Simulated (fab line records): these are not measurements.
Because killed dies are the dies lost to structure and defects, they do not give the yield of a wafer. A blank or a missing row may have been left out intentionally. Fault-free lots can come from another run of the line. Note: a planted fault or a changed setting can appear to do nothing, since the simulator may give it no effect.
Matching of chambers + flow nand_harc + cmp-01 running NHARC_P_M0_CMP_23: 4 sister chambers
The step polishes, t overpolish 20 s, target thk 117.54 nm. 4 wafers are shown with their chamber, then 7 later ones without.

== WAFERS WITH THEIR CHAMBER ==
| wafer  | chamber | motor_current_A (A) |
|--------|---------|---------------------|
| L078.1 | 0       | 10.6                |
| L082.6 | 2       | 10.4                |
| L087.2 | 3       | 10.3                |
| L087.5 | 1       | 10.4                |

== WAFERS WITH NO CHAMBER GIVEN ==
| wafer  | motor_current_A (A) |
|--------|---------------------|
| L087.6 | 11.1                |
| L095.2 | 10.1                |
| L095.4 | 10.5                |
| L095.5 | 9.9                 |
| L096.2 | 11.0                |
| L096.4 | 9.5                 |
| L096.6 | 11.0                |

== THE CHAMBER EACH PASSED THROUGH ==
| wafer  | from the rows above               | in truth |
|--------|-----------------------------------|----------|
| L087.6 | can't be placed: 0 or 1 or 2 or 3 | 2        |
| L095.2 | can't be placed: 3 or 1 or 2 or 0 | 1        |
| L095.4 | can't be placed: 0 or 1 or 2 or 3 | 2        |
| L095.5 | can't be placed: 3 or 1 or 2 or 0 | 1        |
| L096.2 | can't be placed: 0 or 1 or 2 or 3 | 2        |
| L096.4 | can't be placed: 3 or 1 or 2 or 0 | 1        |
| L096.6 | can't be placed: 0 or 1 or 2 or 3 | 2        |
Correct placement for 0 of the 7. From these rows, 7 cannot be placed; in 7 the true chamber is one of the candidates. 0 placed wrongly.
How it was worked out, from the rows above alone: a wafer's distance from a chamber is the root of the sum, over the readings, of the square of ((its reading less the chamber's mean) divided by the reading's scatter). The wafer belongs to the nearest chamber; if the next one is less than 2 further off, it can't be placed. A chamber's mean is the mean of its shown wafers. The scatter (one wafer shown for each chamber): square how far every hidden wafer sits from the nearest shown wafer, average those squares and take the square root.
